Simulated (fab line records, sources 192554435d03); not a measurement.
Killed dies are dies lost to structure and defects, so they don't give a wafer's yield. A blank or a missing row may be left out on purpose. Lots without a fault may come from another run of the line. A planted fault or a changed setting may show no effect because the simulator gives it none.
Chamber matching | flow n5_finfet | N5_STI_FIN_REVEAL_ETCH_34 on rie_si-05: 4 sister chambers
The step etches Si in H2, material Si, target depth 0.97 nm. 8 wafers are shown with their chamber, then 10 later ones without.

WAFERS WITH THEIR CHAMBER
wafer  | chamber | drypump_motor_current_A (A) | oes_product_au (a.u.)
L081.3 | 2       | 6.5                         | 1.024
L081.5 | 0       | 5.3                         | 1.003
L082.6 | 2       | 6.4                         | 1.019
L092.2 | 3       | 5.4                         | 1.017
L092.4 | 1       | 5.7                         | 0.988
L092.6 | 1       | 5.7                         | 0.993
L094.1 | 0       | 5.3                         | 0.995
L094.2 | 3       | 5.3                         | 1.016

WAFERS WITHOUT THEIR CHAMBER
wafer  | drypump_motor_current_A (A) | oes_product_au (a.u.)
L094.3 | 5.7                         | 0.998
L095.3 | 5.7                         | 1.000
L095.5 | 5.3                         | 0.994
L095.6 | 5.3                         | 1.016
L097.1 | 5.3                         | 1.020
L097.2 | 5.7                         | 0.994
L097.3 | 5.3                         | 0.998
L097.4 | 6.4                         | 1.010
L097.5 | 5.3                         | 0.994
L097.6 | 5.7                         | 1.003

WHICH CHAMBER EACH WENT THROUGH
wafer  | from the rows above | in truth
L094.3 | 1                   | 1
L095.3 | 1                   | 1
L095.5 | 0                   | 0
L095.6 | 3                   | 3
L097.1 | 3                   | 3
L097.2 | 1                   | 1
L097.3 | 0                   | 0
L097.4 | 2                   | 2
L097.5 | 0                   | 0
L097.6 | 1                   | 1
Placed correctly: 10 of 10. Can't be placed from these rows: 0. Placed wrongly: 0.
How it was worked out, from the rows above alone: a wafer's distance from a chamber is the root of the sum, over the readings, of the square of ((its reading less the chamber's mean) divided by the reading's scatter). The wafer belongs to the nearest chamber; if the next one is less than 2 further off, it can't be placed. A chamber's mean is the mean of its shown wafers. The scatter: the root of (the sum of the squares of (reading less its chamber's mean) over the shown wafers, divided by (wafers less chambers)).
